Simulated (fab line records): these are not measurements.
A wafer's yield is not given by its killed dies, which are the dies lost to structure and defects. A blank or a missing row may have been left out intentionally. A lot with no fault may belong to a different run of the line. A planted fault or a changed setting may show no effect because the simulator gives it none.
The same fault as seen by 2 desks ; flow n5 finfet ; every desk sees just its own numbers, and what lay behind them comes last

THE TOOL OWNER'S DESK: rie diel-02
The tool's own readings at N5_BEOL_M0_SAQP_ETCH_88 (etches underlayer in N2/H2, target depth 6.5 nm, time 5.2 s): means of the sampled wafers that have a number, for each lot that ran on this tool. Any lot whose mean is over 4 standard deviations away from the usual mean is out of limits and marked OUT; that distance is given in the brackets.
Columns: A = drypump motor current A at N5_BEOL_M0_SAQP_ETCH_88, usual 5.6 A; B = etch rf on time s at N5_BEOL_M0_SAQP_ETCH_88, usual 5.26 s; C = oes product au at N5_BEOL_M0_SAQP_ETCH_88, usual 0.67 a.u.; D = rf fwd power W at N5_BEOL_M0_SAQP_ETCH_88, usual 819.6 W; E = rf vpp V at N5_BEOL_M0_SAQP_ETCH_88, usual 524.5 V; F = showerhead plenum p Torr at N5_BEOL_M0_SAQP_ETCH_88, usual 2.57 Torr; G = throttle valve pct at N5_BEOL_M0_SAQP_ETCH_88, usual 17.9 %
lot;first seen here;A;B;C;D;E;F;G
L474;day 7 03:23;5.6;5.18;0.66;821.4;524.4;2.58;18.1
L477;day 7 21:38;5.7;5.20;0.66;821.0;526.6;2.63;18.1
L480;day 8 21:32;5.6;5.18;0.65;820.1;525.9;2.63;18.1
L484;day 9 18:56;6.0;9.27 (+25) OUT;0.47;821.3;525.2;2.58;18.1
This desk's verdict: out of limits on L484, starting with L484 at day 9 18:56 (etch rf on time s at N5_BEOL_M0_SAQP_ETCH_88). L474, L477, L480: within limits.

AT THE METROLOGY DESK
What the gauges read for every lot (on any tool): the sampled wafers with a number, averaged. Any lot whose mean is over 4 standard deviations away from the usual mean is out of limits and marked OUT; that distance is given in the brackets. 7 of its 10 readings are shown, namely those furthest out on some lot.
Columns: A = DIBL_N at N5_BEOL_M4_RC_MEAS_101, usual 36.6 mV/V; B = DIBL_P at N5_BEOL_M4_RC_MEAS_101, usual 36.5 mV/V; C = IOFF_P at N5_BEOL_M4_RC_MEAS_101, usual 0.22 nA/um; D = SS_N at N5_BEOL_M4_RC_MEAS_101, usual 71.7 mV/dec; E = SS_P at N5_BEOL_M4_RC_MEAS_101, usual 73.4 mV/dec; F = VT_N at N5_BEOL_M4_RC_MEAS_101, usual 249 mV; G = VT_P at N5_BEOL_M4_RC_MEAS_101, usual -250 mV
lot;first seen here;A;B;C;D;E;F;G
L471;day 9 02:56;38.8;37.3;0.23;72.8;74.1;248;-251
L476;day 9 17:14;33.4;34.6;0.17;71.2;72.9;255;-253
L474;day 9 23:44;38.5;39.4;0.28;72.3;74.3;245;-246
L477;day 10 02:48;35.5;36.2;0.22;70.9;73.3;249;-248
L480;day 11 02:28;35.9;35.7;0.18;72.0;73.4;250;-252
L483;day 11 13:39;36.9;37.1;0.22;71.4;73.8;247;-249
L484;day 12 06:08;33.8;33.5;0.16;70.5;72.5;256;-254
L492;day 14 08:18;37.1;35.0;0.19;72.0;73.5;249;-252
L491;day 15 04:58;34.3;32.5;0.14;70.7;72.2;256;-255
Result from this desk: across the 9 lots, nothing is out of limits.

TAKEN TOGETHER
The tool owner's desk had the chance to raise an alarm at day 9 18:56 on L484.
From the metrology desk's view, nothing was out of limits.
The metrology desk holds a record of L484, inside its limits.
Of the lots named, all ran N5_BEOL_M0_SAQP_ETCH_88 on rie diel-02.

WHAT THE SIMULATOR HAD INSERTED
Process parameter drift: rie diel-02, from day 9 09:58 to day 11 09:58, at N5_BEOL_M0_SAQP_ETCH_88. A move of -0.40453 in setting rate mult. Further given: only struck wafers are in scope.
Struck lots among those shown: L484.
Delay in hours, fault start to first out-of-limits reading, by desk: the tool owner's desk at 9.
